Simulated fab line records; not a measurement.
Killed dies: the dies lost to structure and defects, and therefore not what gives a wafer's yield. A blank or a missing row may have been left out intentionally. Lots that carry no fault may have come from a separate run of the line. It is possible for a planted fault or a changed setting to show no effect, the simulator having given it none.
Matching of chambers -- flow n5Finfet -- N5_BEOL_M6_ETCH_62 on rieDiel-04 has 4 sister chambers
The step etches SOC in N2/H2, target depth 110 nm, overetch 22 nm, time 165 s. 14 wafers are shown with their chamber, then 7 later ones without.

## EACH WAFER AND ITS CHAMBER
wafer,chamber,drypumpMotorCurrentA (A),showerheadPlenumPTorr (Torr),oesProductAu (a.u.)
L077.3,3,6.1,2.46,0.74
L077.4,2,5.8,2.50,0.76
L077.6,1,6.0,2.40,0.60
L082.1,2,5.8,2.49,0.72
L082.5,0,5.4,2.38,0.58
L082.6,2,5.8,2.49,0.72
L090.1,3,6.1,2.45,0.72
L090.2,0,5.3,2.38,0.58
L090.3,1,6.0,2.39,0.58
L090.4,2,5.8,2.49,0.71
L090.5,1,6.0,2.39,0.59
L090.6,2,5.8,2.49,0.71
L093.2,1,6.0,2.38,0.58
L093.3,2,5.8,2.49,0.71

SIGNATURES (means of the wafers above)
reading,chamber 0,chamber 1,chamber 2,chamber 3,scatter within a chamber
drypumpMotorCurrentA,5.350,6.000,5.800,6.100,0.0224
showerheadPlenumPTorr,2.3800,2.3900,2.4917,2.4550,0.00577
oesProductAu,0.5800,0.5875,0.7217,0.7300,0.0154
Rule: distance of a wafer from a chamber = root of the sum over the readings of ((wafer's reading minus chamber's mean) / reading's scatter) squared. If the next closest chamber is less than 2 further off than the closest, the wafer can't be placed; otherwise it belongs to the closest. The scatter is the square root of a quotient: the sum, over the shown wafers, of each reading's squared deviation from its chamber's mean, divided by wafers minus chambers.

## WAFERS WHOSE CHAMBER IS MISSING
wafer,drypumpMotorCurrentA (A),showerheadPlenumPTorr (Torr),oesProductAu (a.u.)
L093.4,6.2,2.45,0.70
L096.2,5.8,2.48,0.69
L096.3,6.0,2.38,0.58
L096.5,6.0,2.38,0.57
L097.2,5.4,2.37,0.56
L097.3,6.0,2.38,0.58
L097.5,6.1,2.44,0.69

## EACH ONE'S CHAMBER
wafer,from the rows above,in truth
L093.4,3,3
L096.2,2,2
L096.3,1,1
L096.5,1,1
L097.2,0,0
L097.3,1,1
L097.5,3,3
Placed correctly: 7 of 7. Not placeable from these rows: 0. Placed wrongly: 0.
